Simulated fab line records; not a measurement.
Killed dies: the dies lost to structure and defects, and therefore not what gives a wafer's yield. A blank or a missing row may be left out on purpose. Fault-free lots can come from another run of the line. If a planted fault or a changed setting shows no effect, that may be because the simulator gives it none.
Split-lot trial | flow n5 finfet | on a route of 1938 steps: 7 lots, 21 wafers read

## THE SPLIT ITSELF
At N5_BEOL_M10_VIA_ETCH_34 (etches SiCOH lowk in C4F6/O2, target depth 184.5 nm, time 69.2 s), the setting bias w was moved away from the recipe's 185 W on 6 of the 21 wafers read, by -18.0% to +10.1%. For the rest of the wafers, this setting stayed at what the recipe calls for.

Reading taken at the split's own step.

## THE READING
rf vpp V, in V, at N5_BEOL_M10_VIA_ETCH_34 (etches SiCOH lowk in C4F6/O2, target depth 184.5 nm, time 69.2 s). A value of 663 V with a standard deviation of 14 V is what fault-free wafers of this fab line usually give.

wafer  | tool, chamber at the split | bias w as run, W | against the recipe | rf vpp V, V | against lot-mates on the recipe
L075.1 | rie diel-03, 2             | 185              | recipe             | 659         | -
L075.4 | rie diel-03, 3             | 185              | recipe             | 657         | -
L075.5 | rie diel-03, 0             | 203.6            | +10.1%             | 730         | +72
L080.3 | rie diel-06, 1             | 185              | recipe             | 687         | -
L080.4 | rie diel-06, 2             | 185              | recipe             | 665         | -
L080.6 | rie diel-06, 2             | 185              | recipe             | 667         | -
L085.4 | rie diel-06, 0             | 185              | recipe             | 656         | -
L085.5 | rie diel-06, 1             | 185              | recipe             | 689         | -
L085.6 | rie diel-06, 0             | 185              | recipe             | 654         | -
L083.3 | rie diel-02, 2             | 185              | recipe             | 638         | -
L083.5 | rie diel-02, 3             | 201              | +8.6%              | 703         | +65
L083.6 | rie diel-02, 2             | 201              | +8.6%              | 682         | +44
L084.1 | rie diel-02, 3             | 185              | recipe             | 660         | -
L084.2 | rie diel-02, 2             | 185              | recipe             | 638         | -
L084.5 | rie diel-02, 2             | 185              | recipe             | 639         | -
L090.2 | rie diel-02, 1             | 185              | recipe             | 663         | -
L090.3 | rie diel-02, 2             | 185              | recipe             | 637         | -
L090.6 | rie diel-02, 2             | 151.7            | -18.0%             | 543         | -107
L092.1 | rie diel-06, 2             | 185              | recipe             | 666         | -
L092.2 | rie diel-06, 3             | 172.6            | -6.7%              | 630         | -36
L092.4 | rie diel-06, 1             | 172.6            | -6.7%              | 650         | -16

THE FIT
A straight line over all 21 wafers: rf vpp V changes by +5.47 V for each +1% of bias w; r = +0.88; the points scatter about the line by 17 V.
The same after taking each lot's own level away (the mean of its wafers on the recipe; 21 wafers): +5.94 V for each +1%; r = +0.95; scatter 12 V.
Per that fit: largest bias w move, reading shift of 1.1e+02 V.
Across the lots, their own levels run from 638.0 to 673.0 V, a range of 2.5 times the standard deviation given above.
So the lot-to-lot level changes the slope little: the two slopes agree.
Check: -102 V against its lot-mates is what the line predicts for one of the wafers moved furthest among these (-18.0%) when that wafer is left out of the fit. It came out at -107 V against them.
Tool readings at the split's step, against how far the setting was moved: rf vpp V r = +0.88.

## OTHER SPLITS APPLIED TO THESE WAFERS
These wafers also went through other splits before the reading. Each is held against what the fit with the lots' levels taken away leaves over:
other split on the same wafers | wafers away from the commonest value | r with rf vpp V (lot level and that fit taken away)
N5_BEOL_M8_DESCUM_33 time s    | 6                                    | +0.33
N5_BEOL_M9_DESCUM_16 time s    | 7                                    | +0.08
N5_BEOL_M9_COAT_63 spin rpm    | 7                                    | -0.23

## FILE'S OWN FIT
rf vpp V changes by +6.06 V for each +1% of bias w, r = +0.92.
